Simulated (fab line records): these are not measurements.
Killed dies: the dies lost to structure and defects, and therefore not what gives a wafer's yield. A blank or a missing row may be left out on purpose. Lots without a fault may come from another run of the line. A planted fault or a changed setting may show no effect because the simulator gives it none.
What tool caused it?	flow nand-harc	12 lots, 36 wafers sampled, at 2 steps of a route of 1159

## WHAT THE GAUGES SHOWED, per wafer
NHARC_A_START_INSPECT_01.
lot	measured	on	raw-defect-count
L074	day 7 00:08	defect-inspect-02	5 6 3
L077	day 7 05:41	defect-inspect-02	3 5 0
L078	day 7 12:37	defect-inspect-01	3 3 6
L081	day 8 15:55	defect-inspect-02	3 3 3
L083	day 8 17:53	defect-inspect-02	2 2 2
L089	day 9 19:53	defect-inspect-01	4 4 4
L085	day 9 22:29	defect-inspect-02	4 4 3
L087	day 10 03:43	defect-inspect-02	3 2 5
L091	day 10 17:04	defect-inspect-01	3 9 4
L094	day 11 03:35	defect-inspect-02	4 1 3
L095	day 11 17:25	defect-inspect-01	1 5 4
L097	day 12 10:10	defect-inspect-02	3 3 3

## WHAT TOOL EACH LOT RAN ON (gives the tool, then ch and the chambers of the sampled wafers, and finally the start)
lot	NHARC_P_BONDPAD_ETCH_24
L074	rie-diel-06 ch 0,1,2, day 6 21:36
L077	rie-diel-08 ch 0,2,3, day 7 05:41 or earlier
L078	rie-diel-06 ch 0,2,3, day 7 10:05
L081	rie-diel-06 ch 1,2,3, day 8 15:55 or earlier
L083	rie-diel-06 ch 1,3, day 8 17:53 or earlier
L089	rie-diel-06 ch 1,3, day 9 19:53 or earlier
L085	rie-diel-06 ch 1,2,3, day 9 22:29 or earlier
L087	rie-diel-06 ch 0,3, day 10 03:43 or earlier
L091	rie-diel-06 ch 1,2,3, day 10 17:04 or earlier
L094	rie-diel-06 ch 0,2,3, day 11 01:04
L095	rie-diel-06 ch 0,1,2, day 11 17:25 or earlier
L097	rie-diel-06 ch 0,3, day 12 10:10 or earlier
- NHARC_P_BONDPAD_ETCH_24: etches the open film in CF4/N2, target depth 30 nm, time 72.99 s.

## THE ANSWER, worked out from the rows above alone
Rule: usual is defined by the lots themselves. Put in order of their means at a reading, lots are off if they are a third of the lots or fewer, leave a main group of 4 or more, and stand apart from it by a gap of 3 or more times the standard deviation of the main group's means; of several such gaps the widest counts. The tables above print the reading to a certain number of digits; a main group whose means all agree to those digits is not used. Also off: a lot with no number at a reading for which 4 or more lots have one. All remaining lots with rows at the step are treated as sound.
Nothing can be told from this: no lot is off at any reading shown.

## WHAT WAS PUT IN BY THE SIMULATOR
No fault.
